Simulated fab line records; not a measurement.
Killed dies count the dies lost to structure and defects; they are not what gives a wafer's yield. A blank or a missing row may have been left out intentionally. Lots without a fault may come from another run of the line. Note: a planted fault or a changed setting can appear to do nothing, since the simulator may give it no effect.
Matching of chambers + flow n5_finfet + N5_BEOL_M3_DEP_57 on pecvd-02: 3 sister chambers
The step deposits SiCN from 3MS/NH3, target thk 8 nm, time 14 s. 3 wafers are shown with their chamber, then 8 later ones without.

== WAFERS, EACH WITH ITS CHAMBER ==
| wafer  | chamber | throttle_valve_pct (%) |
|--------|---------|------------------------|
| L085.6 | 2       | 8.7                    |
| L087.2 | 0       | 8.5                    |
| L092.2 | 1       | 9.2                    |

== WAFERS MISSING THEIR CHAMBER ==
| wafer  | throttle_valve_pct (%) |
|--------|------------------------|
| L092.4 | 8.5                    |
| L092.6 | 9.3                    |
| L095.1 | 9.0                    |
| L095.2 | 9.1                    |
| L095.4 | 9.1                    |
| L097.1 | 8.9                    |
| L097.4 | 8.7                    |
| L097.5 | 8.8                    |

== CHAMBER TAKEN BY EACH ==
| wafer  | from the rows above          | in truth                   |
|--------|------------------------------|----------------------------|
| L092.4 | can't be placed: 0 or 2      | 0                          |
| L092.6 | 1                            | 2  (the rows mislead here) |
| L095.1 | can't be placed: 1 or 2      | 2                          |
| L095.2 | 1                            | 1                          |
| L095.4 | 1                            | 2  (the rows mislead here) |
| L097.1 | can't be placed: 2 or 1 or 0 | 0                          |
| L097.4 | can't be placed: 2 or 0      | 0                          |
| L097.5 | can't be placed: 2 or 0      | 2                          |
Correct placement for 1 of the 8. Not placeable from these rows: 5 (in 5, the candidates include the true chamber). 2 placed wrongly.
How it was worked out, from the rows above alone: a wafer's distance from a chamber is the root of the sum, over the readings, of the square of ((its reading less the chamber's mean) divided by the reading's scatter). If the next closest chamber is less than 2 further off than the closest, the wafer can't be placed; otherwise it belongs to the closest. For every chamber, the mean is computed from those of its wafers that are shown. The scatter: with one shown wafer a chamber, the root of the mean of the squares of how far each hidden wafer lies from its nearest shown one.
